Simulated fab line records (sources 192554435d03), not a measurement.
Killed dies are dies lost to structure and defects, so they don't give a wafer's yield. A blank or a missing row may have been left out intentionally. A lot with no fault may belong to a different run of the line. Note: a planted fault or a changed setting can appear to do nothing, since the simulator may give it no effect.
The tool behind it: which one?	flow n5Finfet	24 lots, 72 wafers sampled, at 6 steps of a route of 1938

WHAT THE GAUGES SHOWED, per wafer
N5_BEOL_M4_CD_MEAS_18: pitch 36 nm, target cd 18 nm.
lot	measured	on	cdNm (nm)
L074	day 7 08:05	cdSem-03	18.46 18.01 18.30
L075	day 7 20:01	cdSem-02	18.23 18.16 17.92
L076	day 7 23:46	cdSem-01	17.65 18.62 18.19
L077	day 8 01:28	cdSem-01	18.33 18.23 18.10
L078	day 8 13:22	cdSem-02	18.13 18.29 17.90
L079	day 8 16:50	cdSem-02	18.30 18.08 17.99
L080	day 9 02:24	cdSem-01	17.97 18.22 18.05
L081	day 9 03:02	cdSem-03	18.26 18.41 18.31
L082	day 9 14:42	cdSem-01	18.71 18.08 17.71
L083	day 9 20:30	cdSem-03	18.12 18.03 18.13
L084	day 9 21:33	cdSem-01	18.48 18.24 17.80
L085	day 10 04:08	cdSem-01	18.07 18.49 18.44
L086	day 10 11:38	cdSem-02	18.45 18.06 18.04
L087	day 11 02:32	cdSem-01	18.19 18.14 18.36
L088	day 11 02:49	cdSem-03	18.00 18.47 18.06
L089	day 11 09:01	cdSem-01	18.76 18.16 18.45
L090	day 11 12:58	cdSem-01	17.84 18.15 17.97
L091	day 11 21:20	cdSem-03	18.19 17.80 17.69
L092	day 12 02:55	cdSem-01	18.01 18.59 18.47
L093	day 12 07:17	cdSem-01	18.50 18.33 18.34
L094	day 12 10:13	cdSem-02	18.02 18.17 18.36
L095	day 12 16:41	cdSem-03	17.95 17.95 17.67
L096	day 12 17:28	cdSem-02	18.51 18.09 18.44
L097	day 13 21:03	cdSem-02	17.98 18.33 18.07

N5_BEOL_M4_OVL_MEAS_29.
lot	measured	on	V3_OVL (nm)
L074	day 7 08:26	overlay-02	0.6 0.7 0.4
L075	day 7 20:22	overlay-02	-0.8 -0.1 -0.2
L076	day 8 00:07	overlay-01	-1.6 -1.2 0.9
L077	day 8 01:56	overlay-02	-0.5 -1.0 0.0
L078	day 8 13:53	overlay-02	-0.4 -1.3 -0.8
L079	day 8 17:19	overlay-01	-0.3 0.2 0.5
L080	day 9 02:45	overlay-02	0.3 0.4 0.0
L081	day 9 03:23	overlay-02	0.0 -0.1 -0.1
L082	day 9 15:03	overlay-01	-0.2 0.3 0.1
L083	day 9 20:59	overlay-02	0.2 -0.7 -0.3
L084	day 9 22:01	overlay-02	-0.2 -0.8 -0.1
L085	day 10 04:29	overlay-01	0.2 -0.1 -0.8
L086	day 10 11:59	overlay-02	0.8 -0.1 0.5
L087	day 11 02:53	overlay-01	0.8 -0.2 0.7
L088	day 11 03:10	overlay-02	0.9 0.8 1.7
L089	day 11 09:30	overlay-01	-1.7 0.0 -0.8
L090	day 11 13:19	overlay-01	0.5 0.6 -1.0
L091	day 11 21:49	overlay-01	-0.7 0.1 -0.6
L092	day 12 03:23	overlay-02	-1.0 0.1 -0.7
L093	day 12 07:38	overlay-01	-0.2 -0.2 0.5
L094	day 12 10:41	overlay-02	0.5 0.2 -0.5
L095	day 12 17:02	overlay-01	0.1 0.2 0.4
L096	day 12 17:49	overlay-02	0.6 0.4 1.0
L097	day 13 21:24	overlay-01	0.7 -0.1 -0.7

N5_BEOL_M4_OCD_MEAS_38.
lot	measured	on	trenchDepthNm (nm)
L074	day 7 09:55	ocd-02	56.6 56.6 55.1
L075	day 8 01:16	ocd-01	54.6 55.3 55.6
L076	day 8 04:23	ocd-01	55.2 55.7 55.1
L077	day 8 05:25	ocd-01	55.8 54.2 55.3
L078	day 8 20:52	ocd-01	57.2 55.5 55.8
L079	day 8 21:19	ocd-01	55.6 55.0 54.0
L080	day 9 03:59	ocd-02	56.2 53.2 55.3
L081	day 9 04:34	ocd-01	55.8 55.4 54.1
L082	day 9 22:45	ocd-01	55.6 54.3 55.4
L083	day 10 00:32	ocd-02	55.3 54.7 54.3
L084	day 10 00:33	ocd-01	55.5 54.7 55.6
L085	day 10 06:23	ocd-01	55.5 55.6 55.8
L086	day 11 01:24	ocd-01	56.3 54.7 56.4
L087	day 11 04:08	ocd-01	54.3 53.7 54.4
L088	day 11 04:53	ocd-01	55.8 55.2 55.8
L089	day 11 11:19	ocd-02	54.5 55.0 56.0
L090	day 11 20:59	ocd-01	54.9 56.1 54.7
L091	day 12 01:20	ocd-01	55.0 55.0 55.1
L092	day 12 06:10	ocd-02	55.8 56.0 55.3
L093	day 12 08:40	ocd-01	54.4 57.8 55.3
L094	day 12 12:08	ocd-01	54.9 55.9 57.3
L095	day 13 09:01	ocd-02	54.0 55.3 55.7
L096	day 13 13:50	ocd-02	54.5 54.7 54.3
L097	day 14 05:16	ocd-01	56.2 55.9 57.1

EACH LOT AND THE TOOL THAT RAN IT (in order: tool; ch and the chambers of the sampled wafers; start)
lot	N5_BEOL_M3_SPUTTER_48	N5_BEOL_M4_ETCH_63	N5_BEOL_M4_TRENCH_ETCH_37
L074	pvdSputter-01, day 7 02:02	rieDiel-01 ch 2,3, day 7 07:38	rieDiel-06 ch 0,1,2, day 7 09:55 or earlier
L075	pvdSputter-01, day 7 14:44	rieDiel-06 ch 0,1,2, day 7 19:35	rieDiel-01 ch 0,3, day 8 01:16 or earlier
L076	pvdSputter-03, day 7 18:31	rieDiel-06 ch 0,2,3, day 7 23:14	rieDiel-01 ch 0,1,3, day 8 04:23 or earlier
L077	pvdSputter-03, day 7 20:26	rieDiel-06 ch 0,2, day 8 00:54	rieDiel-01 ch 0,1, day 8 05:25 or earlier
L078	pvdSputter-02, day 8 08:59	rieDiel-02 ch 0,1,3, day 8 12:58	rieDiel-02 ch 0,1,2, day 8 20:52 or earlier
L079	pvdSputter-02, day 8 11:29	rieDiel-01 ch 2,3, day 8 16:27	rieDiel-01 ch 0,3, day 8 21:19 or earlier
L080	pvdSputter-02, day 8 21:24	rieDiel-06 ch 1,2,3, day 9 01:40	rieDiel-01 ch 0,1, day 9 03:59 or earlier
L081	pvdSputter-01, day 8 21:47	rieDiel-06 ch 0,1, day 9 02:32	rieDiel-02 ch 1,2,3, day 9 04:34 or earlier
L082	pvdSputter-01, day 9 10:25	rieDiel-02 ch 0,1,2, day 9 14:19	rieDiel-01 ch 0,2,3, day 9 22:45 or earlier
L083	pvdSputter-01, day 9 15:05	rieDiel-02 ch 1,3, day 9 20:03	rieDiel-06 ch 1,3, day 10 00:32 or earlier
L084	pvdSputter-01, day 9 17:00	rieDiel-01 ch 0,1,3, day 9 21:10	rieDiel-02 ch 0,2,3, day 10 00:33 or earlier
L085	pvdSputter-03, day 9 23:25	rieDiel-06 ch 0,1,2, day 10 03:41	rieDiel-02 ch 0,2,3, day 10 06:23 or earlier
L086	pvdSputter-01, day 10 06:57	rieDiel-06 ch 0,1,3, day 10 11:10	rieDiel-06 ch 0,1,3, day 11 01:24 or earlier
L087	pvdSputter-01, day 10 20:46	rieDiel-06 ch 0,1,3, day 11 02:07	rieDiel-01 ch 1,3, day 11 04:08 or earlier
L088	pvdSputter-03, day 10 21:56	rieDiel-02 ch 1,2, day 11 02:26	rieDiel-02 ch 0,1, day 11 04:53 or earlier
L089	pvdSputter-03, day 11 03:58	rieDiel-02 ch 2,3, day 11 08:37	rieDiel-02 ch 0,1,2, day 11 11:19 or earlier
L090	pvdSputter-03, day 11 08:58	rieDiel-01 ch 1,3, day 11 12:35	rieDiel-01 ch 2,3, day 11 20:59 or earlier
L091	pvdSputter-03, day 11 16:00	rieDiel-06 ch 2,3, day 11 20:44	rieDiel-01 ch 2,3, day 12 01:20 or earlier
L092	pvdSputter-01, day 11 21:29	rieDiel-02 ch 2,3, day 12 02:31	rieDiel-02 ch 0,3, day 12 06:10 or earlier
L093	pvdSputter-03, day 12 02:23	rieDiel-02 ch 0,3, day 12 06:43	rieDiel-01 ch 0,3, day 12 08:40 or earlier
L094	pvdSputter-03, day 12 04:26	rieDiel-06 ch 0,2, day 12 09:34	rieDiel-01 ch 0,2,3, day 12 12:08 or earlier
L095	pvdSputter-02, day 12 10:04	rieDiel-06 ch 2,3, day 12 16:18	rieDiel-01 ch 1,2,3, day 13 09:01 or earlier
L096	pvdSputter-03, day 12 13:19	rieDiel-02 ch 1,3, day 12 17:05	rieDiel-02 ch 0,1, day 13 13:50 or earlier
L097	pvdSputter-02, day 13 14:44	rieDiel-01 ch 1,2,3, day 13 20:22	rieDiel-06 ch 2,3, day 14 05:16 or earlier
- N5_BEOL_M3_SPUTTER_48: material Cu, target thk 4.5 nm, time 8.29 s.
- N5_BEOL_M4_ETCH_63: etches SiARC in CF4, target depth 15.6 nm, time 26 s.
- N5_BEOL_M4_TRENCH_ETCH_37: etches SiOC in C4F6/O2, target depth 55.555 nm, time 29.2 s.

AS READ BY THE TOOLS THEMSELVES (means over the sampled wafers that have a number; for cases with no such wafer, the mark the record gives instead)
N5_BEOL_M3_SPUTTER_48.
lot	tool	throttleValvePct (%)
L074	pvdSputter-01	29.3
L075	pvdSputter-01	28.3
L076	pvdSputter-03	30.6
L077	pvdSputter-03	31.6
L078	pvdSputter-02	29.3
L079	pvdSputter-02	30.0
L080	pvdSputter-02	29.7
L081	pvdSputter-01	29.3
L082	pvdSputter-01	28.7
L083	pvdSputter-01	28.7
L084	pvdSputter-01	28.5
L085	pvdSputter-03	30.8
L086	pvdSputter-01	28.6
L087	pvdSputter-01	29.6
L088	pvdSputter-03	31.6
L089	pvdSputter-03	31.3
L090	pvdSputter-03	30.7
L091	pvdSputter-03	29.3
L092	pvdSputter-01	27.7
L093	pvdSputter-03	30.7
L094	pvdSputter-03	30.6
L095	pvdSputter-02	29.5
L096	pvdSputter-03	29.8
L097	pvdSputter-02	29.4

N5_BEOL_M4_ETCH_63.
lot	tool	chamberPressureMTorr (mTorr)	drypumpMotorCurrentA (A)	etchRfOnTimeS (s)	oesProductAu (a.u.)	rfVppV (V)	showerheadPlenumPTorr (Torr)	throttleValvePct (%)
L074	rieDiel-01	40.03	6.0	25.9	0.70	183.7	2.10	15.64
L075	rieDiel-06	39.99	5.8	26.2	0.74	184.5	2.20	15.55
L076	rieDiel-06	39.99	5.3	25.7	0.76	184.8	2.26	15.49
L077	rieDiel-06	40.02	5.4	25.9	0.77	185.3	2.26	15.52
L078	rieDiel-02	40.02	5.4	25.5	0.72	184.6	2.14	15.45
L079	rieDiel-01	40.00	6.2	26.0	0.78	183.4	2.09	15.44
L080	rieDiel-06	39.97	5.7	25.7	0.72	185.0	2.19	15.56
L081	rieDiel-06	39.97	6.2	26.2	0.70	183.5	2.13	15.59
L082	rieDiel-02	40.00	5.7	25.7	0.71	184.6	2.20	15.38
L083	rieDiel-02	39.97	5.0	26.0	0.70	182.7	2.10	15.62
L084	rieDiel-01	40.02	5.7	26.5	0.63	183.4	2.08	15.79
L085	rieDiel-06	39.99	5.8	26.1	0.72	184.2	2.19	15.58
L086	rieDiel-06	40.02	5.7	26.2	0.71	185.4	2.19	15.55
L087	rieDiel-06	39.99	5.7	26.3	0.70	184.5	2.19	15.57
L088	rieDiel-02	39.98	5.6	25.7	0.69	184.9	2.19	15.44
L089	rieDiel-02	40.05	5.4	25.9	0.67	184.6	2.18	15.54
L090	rieDiel-01	39.97	5.4	26.5	0.61	183.3	2.10	15.78
L091	rieDiel-06	40.00	5.2	25.3	0.72	185.7	2.24	15.55
L092	rieDiel-02	39.98	5.0	25.8	0.67	183.4	2.12	15.66
L093	rieDiel-02	39.97	5.5	25.6	0.69	184.1	2.14	15.51
L094	rieDiel-06	39.98	5.3	25.9	0.72	185.7	2.25	15.55
L095	rieDiel-06	40.00	5.3	25.4	0.71	186.1	2.24	15.60
L096	rieDiel-02	40.00	5.0	26.1	0.68	183.5	2.09	15.67
L097	rieDiel-01	39.97	5.8	26.1	0.74	183.4	2.09	15.52

N5_BEOL_M4_TRENCH_ETCH_37.
lot	tool	chamberPressureMTorr (mTorr)	drypumpMotorCurrentA (A)	oes_f_703_au (a.u.)	oesProductAu (a.u.)	rfVppV (V)	showerheadPlenumPTorr (Torr)	throttleValvePct (%)
L074	rieDiel-06	29.984	5.8	0.87	0.89	671	2.93	20.83
L075	rieDiel-01	30.016	6.0	0.78	0.76	660	2.73	21.01
L076	rieDiel-01	30.025	5.7	0.77	0.76	662	2.76	20.95
L077	rieDiel-01	29.985	5.8	0.73	0.71	659	2.74	21.06
L078	rieDiel-02	29.977	5.8	0.85	0.84	658	2.92	20.60
L079	rieDiel-01	29.992	5.8	0.81	0.79	664	2.75	20.90
L080	rieDiel-01	29.994	5.8	0.72	0.70	659	2.74	21.07
L081	rieDiel-02	29.998	5.4	0.83	0.82	659	2.86	20.71
L082	rieDiel-01	29.986	6.1	0.83	0.81	660	2.75	20.87
L083	rieDiel-06	29.997	6.2	0.80	0.80	671	2.81	20.80
L084	rieDiel-02	29.965	5.5	0.82	0.81	658	2.87	20.73
L085	rieDiel-02	30.007	5.5	0.82	0.81	658	2.87	20.74
L086	rieDiel-06	29.992	5.7	0.82	0.83	673	2.90	20.81
L087	rieDiel-01	29.984	5.6	0.78	0.76	666	2.77	20.88
L088	rieDiel-02	30.011	5.7	0.83	0.82	658	2.88	20.60
L089	rieDiel-02	30.003	5.7	0.82	0.80	657	2.91	20.63
L090	rieDiel-01	29.992	6.0	0.83	0.83	664	2.76	20.79
L091	rieDiel-01	29.983	6.1	0.85	0.85	661	2.77	20.73
L092	rieDiel-02	29.985	5.1	0.79	0.79	662	2.79	20.83
L093	rieDiel-01	30.002	5.8	0.87	0.87	667	2.85	20.82
L094	rieDiel-01	29.990	6.1	0.88	0.88	664	2.85	20.77
L095	rieDiel-01	30.002	5.8	0.88	0.87	663	2.77	20.75
L096	rieDiel-02	29.989	5.7	0.80	0.78	658	2.88	20.62
L097	rieDiel-06	30.014	5.3	0.82	0.82	673	2.99	20.94

THE ANSWER, worked out from the rows above alone
Rule: what is usual is taken from the lots themselves. Put in order of their means at a reading, lots are off if they are a third of the lots or fewer, leave a main group of 4 or more, and stand apart from it by a gap of 3 or more times the standard deviation of the main group's means; of several such gaps the widest counts. If all means in a main group match to the digits the tables above print for the reading, that group is not used. A lot without any number at a reading at which 4 lots or more have one is off too. All remaining lots with rows at the step are treated as sound. Order of review: gauges by route order, followed by the tools' own readings, for which a lot's mean as printed above is used. At the first step where some lot is off, the reading lying furthest off is the one used; lots without a number count as furthest.
No lot is off on any of the readings shown, so nothing can be concluded from this.

WHAT THE SIMULATOR HAD PUT IN
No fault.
